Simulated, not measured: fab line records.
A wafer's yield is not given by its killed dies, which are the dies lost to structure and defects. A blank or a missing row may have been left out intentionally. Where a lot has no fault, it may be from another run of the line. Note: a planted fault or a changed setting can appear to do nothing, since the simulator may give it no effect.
fab line records	flow n5_finfet
record: lots: 10	wafers: 28	last_day: 17
route steps=1938 shown DUMMY_GATE@242 SD_EPI_N@262 BEOL_M4@1111 PASSIVATION@1936
lots that met no fault: from a run of the same line without faults
start_h: hours from the record's first day to the start of the lot's first wafer shown	wait_h: hours from the lot's prior step to this one	" unchanged from the row above	L1.1+2: one row covering several wafers at once	- value missing, or start not given	* or withheld: withheld	< > ~ a bound
route shown NAME@n: NAME is a module with steps in the file, n the number in the route of the first one	usual: mean/standard deviation of fault-free wafers	same: alike in all rows	chamber/n: place in a boat	sites: per-site readings	_std_site: how widely they spread, as a standard deviation	_edge_site: outer sites' mean less inner sites'	radius_mm: for every site, how far away it sits from the centre of the wafer	mask NAME#n: copy n	behind: the tool/chamber that last shaped the wafer	hold: what put the lot on hold/how long, in hours/how the hold closed	device: whichever transistor did not switch (one of n, p or np)	end of line: the route-end tests of the same wafers	for a step that has no rows: nothing shown but its recipe	killed: count of dies lost to structure and defects at first sort (not the wafer's yield)	map: per-die view of a wafer (x killed, . not killed, _ where there is no die)
set.NAME: setting as actually run; set.NAME@STEP: the setting as run at that earlier step	model.NAME: the simulator's own value behind a step, which no gauge read
steps of the route over a sample of lots; a table a step, a row a wafer
services: from which hour (start_h, from the record's first day; less than 0 if before it) a tool's chamber was out of use, for how many hours, and why
== steps ==
step: N5_DUMMY_GATE_CD_MEAS_50
recipe: target_cd_nm: 14
usual: cd_nm: 14.1/0.33
lot.wafer	tool	chamber	start_h	wait_h	cd_nm
L544.2	cd_sem-01	-	66.10	0.0	14.2
L544.4	"	-	"	"	14.1
L544.5	"	-	"	"	14.1
L546.2	cd_sem-03	-	79.17	0.0	14.4
L546.4	"	-	"	"	14.8
L546.6	"	-	"	"	14.4
L547.5	cd_sem-01	-	85.00	0.0	14.2
L547.6	"	-	"	"	14.1
L549.2	cd_sem-02	-	96.41	0.0	14.6
L549.3	"	-	"	"	14.3
L551.3	cd_sem-01	-	109.40	0.0	13.6
L551.4	"	-	"	"	13.9
L551.6	"	-	"	"	14.0
L552.2	cd_sem-03	-	114.27	0.0	14.5
L552.4	"	-	"	"	14.3
L552.6	"	-	"	"	14.4
L554.1	cd_sem-03	-	126.94	0.0	13.8
L554.3	"	-	"	"	14.4
L554.6	"	-	"	"	14.0
L561.3	cd_sem-03	-	170.02	0.0	14.1
L561.4	"	-	"	"	14.1
L561.6	"	-	"	"	13.9
L562.2	cd_sem-02	-	173.30	0.0	14.6
L562.3	"	-	"	"	14.3
L562.6	"	-	"	"	14.2
L563.1	cd_sem-01	-	179.26	0.0	14.0
L563.4	"	-	"	"	14.3
L563.6	"	-	"	"	13.7
step: N5_DUMMY_GATE_ETCH_31
recipe: chemistry: C4F6/O2	target: SiO2	mask_material: SOC	target_depth_a: 825	time_s: 27.5	ion_energy_ev: 250	pressure_mtorr: 30	source_w: 345	bias_w: 185	Ar_flow_sccm: 300	C4F6_flow_sccm: 10	O2_flow_sccm: 10
usual: drypump_motor_current_A: 5.62/0.28	oes_product_au: 0.77/0.077	rf_vpp_V: 666/10	showerhead_plenum_p_Torr: 2.89/0.064	throttle_valve_pct: 21.15/0.19
lot.wafer	tool	chamber	start_h	wait_h	drypump_motor_current_A	oes_product_au	rf_hours_counter_h	rf_vpp_V	showerhead_plenum_p_Torr	throttle_valve_pct
L544.2	rie_diel-05	2	66.14	0.0	5.56	0.91	18	679	2.91	21.11
L544.4	"	0	"	"	6.07	0.78	134	672	3.00	21.12
L544.5	"	3	"	"	5.55	0.72	-	660	2.83	21.32
L546.2	rie_diel-01	2	79.35	0.2	5.26	0.70	197	666	2.84	21.08
L546.4	"	0	"	"	6.09	0.67	236	658	2.89	21.31
L546.6	"	2	"	"	5.25	0.71	-	667	2.84	21.09
L547.5	rie_diel-06	2	85.06	0.1	5.58	0.73	-	650	2.85	21.27
L547.6	"	3	"	"	5.33	0.90	-	655	2.78	21.10
L549.2	rie_diel-01	0	96.46	0.0	6.09	0.67	241	654	2.89	21.31
L549.3	"	3	"	"	5.72	0.77	168	678	2.95	20.88
L551.3	rie_diel-06	3	109.45	0.0	5.30	0.88	48	655	2.78	21.13
L551.4	"	0	"	"	5.85	0.74	146	662	2.96	21.16
L551.6	"	1	"	"	5.29	0.68	-	657	2.94	21.31
L552.2	rie_diel-01	0	114.37	0.1	6.07	0.66	246	655	2.89	21.33
L552.4	"	3	"	"	5.73	0.77	174	678	2.95	20.89
L552.6	"	0	"	"	6.09	0.66	-	656	2.89	21.33
L554.1	rie_diel-05	0	126.99	0.0	6.03	0.76	151	671	2.99	21.15
L554.3	"	1	"	"	5.27	0.83	71	682	2.85	20.75
L554.6	"	0	"	"	5.98	0.76	-	673	2.99	21.16
L561.3	rie_diel-06	0	170.06	0.0	5.84	0.72	170	661	2.95	21.19
L561.4	"	1	"	"	5.28	0.99	0	659	2.93	20.88
L561.6	"	1	"	"	5.26	0.98	-	658	2.93	20.87
L562.2	rie_diel-05	0	173.35	0.0	6.05	0.76	163	672	2.99	21.19
L562.3	"	1	"	"	5.24	0.83	83	681	2.84	20.77
L562.6	"	3	"	"	5.55	0.70	-	661	2.81	21.36
L563.1	rie_diel-06	3	179.31	0.0	5.31	0.84	75	655	2.77	21.18
L563.4	"	3	"	"	5.31	0.84	-	655	2.77	21.14
L563.6	"	0	"	"	5.81	0.72	-	662	2.95	21.19
step: N5_DUMMY_GATE_CD_MEAS_24
recipe: target_cd_nm: 15
usual: cd_nm: 15.1/0.37
lot.wafer	tool	chamber	start_h	wait_h	cd_nm
L544.2	cd_sem-03	-	66.59	0.1	15.2
L544.4	"	-	"	"	15.4
L544.5	"	-	"	"	15.1
L546.2	cd_sem-03	-	79.80	0.1	15.2
L546.4	"	-	"	"	15.4
L546.6	"	-	"	"	15.7
L547.5	cd_sem-02	-	85.49	0.0	14.7
L547.6	"	-	"	"	14.6
L549.2	cd_sem-01	-	96.91	0.1	15.6
L549.3	"	-	"	"	15.3
L551.3	cd_sem-03	-	109.90	0.1	14.8
L551.4	"	-	"	"	14.6
L551.6	"	-	"	"	15.0
L552.2	cd_sem-03	-	114.82	0.1	15.7
L552.4	"	-	"	"	15.3
L552.6	"	-	"	"	15.4
L554.1	cd_sem-03	-	127.44	0.1	15.2
L554.3	"	-	"	"	15.8
L554.6	"	-	"	"	15.0
L561.3	cd_sem-01	-	170.51	0.1	15.5
L561.4	"	-	"	"	15.2
L561.6	"	-	"	"	14.9
L562.2	cd_sem-02	-	173.80	0.1	15.3
L562.3	"	-	"	"	15.1
L562.6	"	-	"	"	15.5
L563.1	cd_sem-03	-	179.76	0.1	15.0
L563.4	"	-	"	"	15.2
L563.6	"	-	"	"	15.4
step: N5_SD_EPI_N_COAT_32
recipe: resist: SOC	temp_c: 250	time_s: 60	spin_rpm: 1500	resist_thk_nm: 350
usual: heater_power_total_W: 500.5/1.8	plate_temp_C: 250.01/0.19
lot.wafer	tool	chamber	start_h	wait_h	heater_power_total_W	plate_temp_C
L544.2	litho_track-02	0	67.59	0.0	500.2	250.03
L544.4	"	0	"	"	501.5	250.20
L544.5	"	0	"	"	502.3	250.19
L546.2	litho_track-01	0	80.74	0.0	500.7	250.12
L546.4	"	0	"	"	501.0	250.11
L546.6	"	0	"	"	499.0	250.07
L547.5	litho_track-03	0	87.42	0.0	497.8	249.69
L547.6	"	0	"	"	501.8	250.01
L549.2	litho_track-02	0	98.02	0.0	497.6	250.06
L549.3	"	0	"	"	499.0	250.16
L551.3	litho_track-03	0	110.91	0.0	500.7	250.22
L551.4	"	0	"	"	500.2	250.06
L551.6	"	0	"	"	498.8	250.13
L552.2	litho_track-03	0	115.73	0.0	859.1	272.16
L552.4	"	0	"	"	860.1	272.16
L552.6	"	0	"	"	862.2	272.48
L554.1	litho_track-03	0	128.36	0.0	860.8	272.20
L554.3	"	0	"	"	860.8	272.22
L554.6	"	0	"	"	861.6	272.26
L561.3	litho_track-01	0	171.42	0.0	498.6	250.26
L561.4	"	0	"	"	499.8	250.32
L561.6	"	0	"	"	503.1	249.96
L562.2	litho_track-01	0	175.04	0.0	498.7	250.28
L562.3	"	0	"	"	501.1	250.42
L562.6	"	0	"	"	500.7	250.37
L563.1	litho_track-02	0	181.52	0.0	501.2	249.95
L563.4	"	0	"	"	500.3	249.77
L563.6	"	0	"	"	502.6	249.88
step: N5_BEOL_M4_RC_MEAS_101
usual: DIBL_N: 35.8/1.5	DIBL_P: 35.9/1.8	IOFF_N: 0.152/0.025	IOFF_P: 0.21/0.031	ION_N: 672/11	ION_P: 462/7.4	SS_N: 71.5/0.52	SS_P: 73.2/0.54	VT_N: 250/3	VT_P: -250/3.3
lot.wafer	tool	chamber	start_h	wait_h	DIBL_N[mV/V]	DIBL_P[mV/V]	IOFF_N[nA/um]	IOFF_P[nA/um]	ION_N[uA/um]	ION_P[uA/um]	SS_N[mV/dec]	SS_P[mV/dec]	VT_N[mV]	VT_P[mV]
L544.2	prober-01	0	178.69	0.2	34.4	31.2	0.096	0.13	655	449	70.5	72.3	261	-260
L544.4	"	0	"	"	37.0	34.5	0.137	0.18	672	458	71.1	73.2	253	-254
L544.5	"	0	"	"	36.8	34.3	0.137	0.18	669	458	71.2	73.1	251	-255
L546.2	prober-02	0	202.37	0.2	36.1	34.1	0.143	0.20	678	465	71.3	73.3	251	-249
L546.4	"	0	"	"	36.7	34.2	0.153	0.20	659	449	71.6	73.1	249	-247
L546.6	"	0	"	"	36.1	35.3	0.155	0.22	664	461	70.4	73.9	248	-247
L549.2	prober-02	0	215.76	0.2	34.6	34.5	0.115	0.15	652	449	71.6	72.3	256	-255
L549.3	"	0	"	"	36.3	36.1	0.146	0.18	669	463	71.1	72.7	252	-253
L547.5	prober-02	0	219.01	0.6	36.8	38.6	0.155	0.19	678	459	71.0	73.4	252	-252
L547.6	"	0	"	"	37.5	38.5	0.170	0.20	676	463	70.9	73.9	251	-254
L551.3	prober-01	0	239.52	0.3	37.8	35.5	0.148	0.21	669	458	71.3	73.0	250	-247
L551.4	"	0	"	"	37.7	35.1	0.151	0.21	666	459	72.1	72.7	253	-249
L551.6	"	0	"	"	37.9	34.9	0.149	0.20	662	451	72.2	73.3	255	-250
L552.2	prober-02	0	240.07	0.2	35.0	33.4	0.139	0.19	663	457	71.5	73.3	251	-251
L552.4	"	0	"	"	36.5	35.2	0.167	0.21	681	466	72.1	72.9	251	-246
L552.6	"	0	"	"	35.9	34.6	0.151	0.20	670	462	70.9	73.4	250	-248
L554.1	prober-02	0	244.23	0.0	34.0	33.2	0.117	0.17	659	461	71.1	73.0	251	-252
L554.3	"	0	"	"	33.8	33.3	0.122	0.18	655	455	70.5	72.8	252	-252
L554.6	"	0	"	"	34.7	34.0	0.126	0.18	666	454	71.7	73.1	253	-252
L561.3	prober-01	0	289.49	0.3	34.0	34.4	0.141	0.21	664	463	72.0	73.1	252	-247
L561.4	"	0	"	"	33.5	34.2	0.127	0.20	648	457	70.8	72.4	253	-247
L561.6	"	0	"	"	34.8	36.0	0.159	0.24	689	473	71.4	73.4	249	-246
L562.2	prober-02	0	300.52	0.2	33.7	34.6	0.135	0.20	662	465	71.3	72.6	251	-249
L562.3	"	0	"	"	33.9	34.2	0.133	0.19	664	455	71.8	73.0	253	-251
L562.6	"	0	"	"	34.5	34.7	0.145	0.20	653	455	71.4	73.2	254	-252
L563.1	prober-01	0	303.34	0.0	36.0	35.4	0.146	0.22	676	467	71.5	73.1	251	-249
L563.4	"	0	"	"	35.9	35.9	0.154	0.23	678	466	71.8	73.0	246	-248
L563.6	"	0	"	"	35.4	35.1	0.144	0.21	693	468	71.3	72.4	251	-248
step: N5_PASSIVATION_PROBE_49
usual: defect_limited_yield: 91.7/1.7	killed_at_M0_to_M3: 34/10	killed_at_M4_up: 13/5.1	killed_at_contacts: 12/6.2	killed_at_front_end: 36/12	killed_at_other: 3.2/2.6	killed_dies: 98/20	killed_open: 65/13	killed_short: 32/8.4	sort_bin_5_function: 4.8/1.1	sort_bin_6_memory: 3.2/0.74	sort_bin_8_speed: 0.00/0.012	sort_n_pass: 1082/20	sort_yield_pct: 91.7/1.7
same: gross_dies: 1180	killed_at_back_side: 0	sort_bin_4_leakage[%]: 0
lot.wafer	tool	chamber	start_h	wait_h	defect_limited_yield[%]	killed_at_M0_to_M3	killed_at_M4_up	killed_at_contacts	killed_at_front_end	killed_at_other	killed_dies	killed_open	killed_short	sort_bin_5_function[%]	sort_bin_6_memory[%]	sort_bin_8_speed[%]	sort_n_pass	sort_yield_pct[%]
L544.2	prober-02	-	280.86	0.1	90.9	52	9	26	15	5	107	76	31	5.2	3.7	0	1073	90.9
L544.4	prober-02	-	280.96	0.2	92.9	26	17	12	23	6	84	54	29	4.0	2.8	0	1096	92.9
L544.5	prober-02	-	281.01	0.2	93.0	37	7	16	19	4	83	50	33	3.8	3.1	0	1097	93.0
L552.2	prober-01	-	340.47	0.1	90.6	31	23	14	43	0	111	70	31	5.1	3.4	0	1069	90.6
L552.4	prober-01	-	340.57	0.2	94.0	16	12	15	25	3	71	47	24	3.4	2.2	0	1109	94.0
L552.6	prober-01	-	340.67	0.3	93.2	31	7	13	29	0	80	54	26	3.6	3.1	0	1100	93.2
L551.3	prober-02	-	345.24	0.1	90.7	36	12	20	38	4	110	78	23	5.3	3.1	0	1070	90.7
L551.4	prober-02	-	345.29	0.2	90.3	41	18	14	36	5	114	74	40	5.8	3.6	0	1066	90.3
L551.6	prober-02	-	345.39	0.3	88.6	49	14	30	37	4	134	90	44	6.9	4.1	0	1046	88.6
L554.6	prober-01	-	351.14	0.3	91.9	32	15	13	34	1	95	69	25	5.1	2.8	0	1085	91.9
killed by level:class
L544.2 MOL_CONTACT_COAG:geometric_particle:open=23 BEOL_M0_SAQP:geometric_particle:open=16 BEOL_M0_SAQP:geometric_particle:short=9 BEOL_M1:geometric_particle:open=8 BEOL_M3:geometric_particle:open=6 BEOL_M2:geometric_particle:open=5 STARTING-WAFER:geometric_particle:short=5 BEOL_M1:geometric_particle:short=4
L544.4 MOL_CONTACT_COAG:geometric_particle:open=10 DUMMY_GATE:geometric_particle:open=7 BEOL_M0_SAQP:geometric_particle:open=7 BEOL_M4:geometric_particle:open=6 FIN_SAQP:geometric_particle:short=5 BEOL_M0_SAQP:geometric_particle:short=5 BEOL_M5:geometric_particle:open=5 BEOL_M1:geometric_particle:open=4
L544.5 MOL_CONTACT_COAG:geometric_particle:open=12 BEOL_M0_SAQP:geometric_particle:short=10 BEOL_M0_SAQP:geometric_particle:open=10 FIN_SAQP:geometric_particle:short=6 BEOL_M2:geometric_particle:open=5 STI_FIN_REVEAL:geometric_particle:open=4 GATE_CUT:geometric_particle:short=4 MOL_CONTACT_COAG:geometric_particle:short=4
L552.2 MOL_CONTACT_COAG:geometric_particle:open=12 BEOL_M2:geometric_particle:open=10 HKMG_FIN:area_etch=10 FIN_SAQP:geometric_particle:short=8 BEOL_M5:geometric_particle:open=8 BEOL_M0_SAQP:geometric_particle:short=6 BEOL_M4:geometric_particle:open=6 FIN_SAQP:geometric_particle:open=5
L552.4 MOL_CONTACT_COAG:geometric_particle:open=12 BEOL_M4:geometric_particle:open=8 GATE_CUT:geometric_particle:short=6 FIN_SAQP:geometric_particle:open=5 BEOL_M0_SAQP:geometric_particle:open=5 FIN_SAQP:geometric_particle:short=4 GATE_CUT:geometric_particle:open=3 MOL_CONTACT_COAG:geometric_particle:short=3
L552.6 MOL_CONTACT_COAG:geometric_particle:open=10 BEOL_M2:geometric_particle:open=9 FIN_SAQP:geometric_particle:open=7 GATE_CUT:geometric_particle:short=5 BEOL_M3:geometric_particle:short=5 FIN_SAQP:geometric_particle:short=4 BEOL_M0_SAQP:geometric_particle:open=4 BEOL_M1:geometric_particle:open=4
L551.3 MOL_CONTACT_COAG:geometric_particle:open=16 BEOL_M3:geometric_particle:open=15 HKMG_FIN:area_etch=8 STI_FIN_REVEAL:geometric_particle:open=6 GATE_CUT:geometric_particle:short=6 BEOL_M0_SAQP:geometric_particle:open=6 DUMMY_GATE:geometric_particle:open=5 BEOL_M0_SAQP:geometric_particle:short=5
L551.4 FIN_SAQP:geometric_particle:open=12 BEOL_M3:geometric_particle:open=10 BEOL_M0_SAQP:geometric_particle:short=9 MOL_CONTACT_COAG:geometric_particle:open=8 BEOL_M4:geometric_particle:open=8 FIN_SAQP:geometric_particle:short=7 BEOL_M2:geometric_particle:open=7 STI_FIN_REVEAL:geometric_particle:open=6
L551.6 MOL_CONTACT_COAG:geometric_particle:open=26 BEOL_M2:geometric_particle:open=12 FIN_SAQP:geometric_particle:short=11 BEOL_M0_SAQP:geometric_particle:open=9 STI_FIN_REVEAL:geometric_particle:open=7 BEOL_M0_SAQP:geometric_particle:short=7 BEOL_M3:geometric_particle:open=7 FIN_SAQP:geometric_particle:open=6
L554.6 MOL_CONTACT_COAG:geometric_particle:open=11 BEOL_M0_SAQP:geometric_particle:open=11 FIN_SAQP:geometric_particle:short=8 BEOL_M2:geometric_particle:open=8 BEOL_M4:geometric_particle:open=7 FIN_SAQP:geometric_particle:open=4 STI_FIN_REVEAL:geometric_particle:open=4 DUMMY_GATE:geometric_particle:open=4
== services ==
tool	chamber	start_h	hours	kind
litho_track-01	-	43.30	-	consumable_replace:filter
rie_diel-05	1	73.51	5.2	repair
rie_diel-01	0	126.57	-	clean
rie_diel-01	0	126.57	-	consumable_replace:focus_ring
rie_diel-01	0	126.57	18.5	scheduled_down
rie_diel-01	0	126.57	18.5	vent_cycle
rie_diel-06	1	130.63	9.8	repair
rie_diel-06	1	140.64	-	clean
rie_diel-06	1	140.64	-	consumable_replace:focus_ring
rie_diel-06	1	140.64	25.2	scheduled_down
rie_diel-06	1	140.64	25.2	vent_cycle
rie_diel-06	2	149.71	12.8	repair
rie_diel-01	3	157.99	1.5	repair
rie_diel-06	1	177.25	22.2	repair
== key ==
first_sign: step: N5_SD_EPI_N_COAT_32	reading: heater_power_total_W	direction: up	sigmas: 99+	usual: *	struck: *
effect: step: N5_SD_EPI_N_COAT_32	reading: plate_temp_C	direction: up	sigmas: 99+	usual: *	struck: *
met_at N5_SD_EPI_N_COAT_32
struck_lots L552,L554
baseline_loss: step: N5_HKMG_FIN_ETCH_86	wafers: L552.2
not_acting_at N5_DUMMY_GATE_CD_MEAS_50,N5_DUMMY_GATE_ETCH_31,N5_DUMMY_GATE_CD_MEAS_24
onset_between 110.91 115.73
fault: kind: process_parameter_drift	tool: litho_track-03	chamber: -	onset_h: 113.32	steps: N5_SD_EPI_N_COAT_32	channel: temp_c	offset: *	shape: step	end_h: 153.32	acts_in: *	stated: *
baseline_loss: these wafers lose ten dies or more at that step, a loss of the line's own and not of a fault; the sort's usual values leave them out
